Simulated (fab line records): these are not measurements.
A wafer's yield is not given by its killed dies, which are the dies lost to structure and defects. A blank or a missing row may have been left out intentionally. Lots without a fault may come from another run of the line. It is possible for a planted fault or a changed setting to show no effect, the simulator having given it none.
8D (eight disciplines) problem report, filled in by code    flow n5_finfet    the parts of the form that need people (team, actions taken, sign-off) are left out

== 1. THE PROBLEM ==
M14_ILD_THK at N5_BEOL_M14_THK_MEAS_01 reads a mean of 1288 nm on 4 wafers of 2 lots; wafers without a fault read 1118 nm with a standard deviation of 18. Relative to the usual mean, that is a shift of +9.4 standard deviations.
First seen on wafer L347.1, day 13 22:31, on film_metro-01. Wafers with a number at this step in the record: 12, from 4 lots. The rule behind "out" and "out of limits": a value lying over 4 standard deviations away from the usual mean. All remaining wafers that have a number are taken as sound.

== 2. WHAT THIS IS AND IS NOT ==
question                     is                              is not
which readings at this step  M14_ILD_THK                     -
which lots                   L347, L351                      L346, L360
which wafers of those lots   L347.1, L347.2, L351.1, L351.5  L347.3, L351.4
read on which gauges         film_metro-01                   film_metro-02
when                         from day 13 22:31               up to then (4 sound wafers); but 4 sound wafers of L351, L360 came after

== 3. THE SUSPECTS, EACH WITH WHAT RULES IT OUT ==
Counting: any tool at a process step up to the reading remains a suspect provided it ran every lot that is out. Sound lots after the first of them don't rule it out here, since some wafers of a struck lot are sound.
- the gauge at N5_BEOL_M14_THK_MEAS_01 has been ruled out. All the wafers that are out were read on film_metro-01, but those of them that N5_BEOL_M14_ILD_DEP_00 has rows for are out there too, on other tools.
- pecvd-01 at N5_BEOL_M14_ILD_DEP_00 (deposits SiO2 from TEOS/O2, target thk 1119.3 nm, time 237.4 s): kept. It ran every lot that is out, first L347 (day 13 22:20); its last sound lot up to then is L346 (day 13 19:47). On those wafers its own readings are out: run_length_s.
- Within pecvd-01 at N5_BEOL_M14_ILD_DEP_00: the wafers that are out ran in chambers 0, 2; their sound lot-mates ran in chamber 1.
Left after counting: pecvd-01 at N5_BEOL_M14_ILD_DEP_00.

== 4. THE CAUSE (what the simulator had put in) ==
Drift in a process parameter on pecvd-01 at N5_BEOL_M14_ILD_DEP_00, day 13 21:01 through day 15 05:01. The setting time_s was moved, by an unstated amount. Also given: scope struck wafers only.
The count eliminated every tool but this one.

== 5. SEQUENCE OF EFFECTS, ordered by route ==
Rows list readings where the struck wafers' mean (over those with a number) sits beyond 3 standard deviations from the usual. Readings are gone through only where the record gives a usual standard deviation; hours: the median, over the lots, of the time from a lot's start at the first step in this table giving one to that lot's start at this step; sigmas: the change measured in usual standard deviations.
hours  step                     reading       usual    on struck wafers  change  sigmas
0      N5_BEOL_M14_ILD_DEP_00   run_length_s  280.3 s  316.0             +35.7   +60
0      N5_BEOL_M14_THK_MEAS_01  M14_ILD_THK   1118 nm  1288              +170    +9.4
Here are the process steps it includes:
- N5_BEOL_M14_ILD_DEP_00: deposits SiO2 from TEOS/O2, target thk 1119.3 nm, time 237.4 s.

== 6. HOW IT WOULD HAVE BEEN CAUGHT EARLIER ==
The first out-of-limits reading at a measuring or inspecting step in this record came at day 13 22:31, 2 hours after the fault's start at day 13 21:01.
At N5_BEOL_M14_ILD_DEP_00, the tool's own readings (run_length_s) were out on each struck wafer the step has a row for, so an alarm limit on them would have fired on the first such wafer.
Lots out: 2; of these, L351 started N5_BEOL_M14_ILD_DEP_00 on pecvd-01 after day 13 22:31. Putting the tool on hold at that point would have spared it.
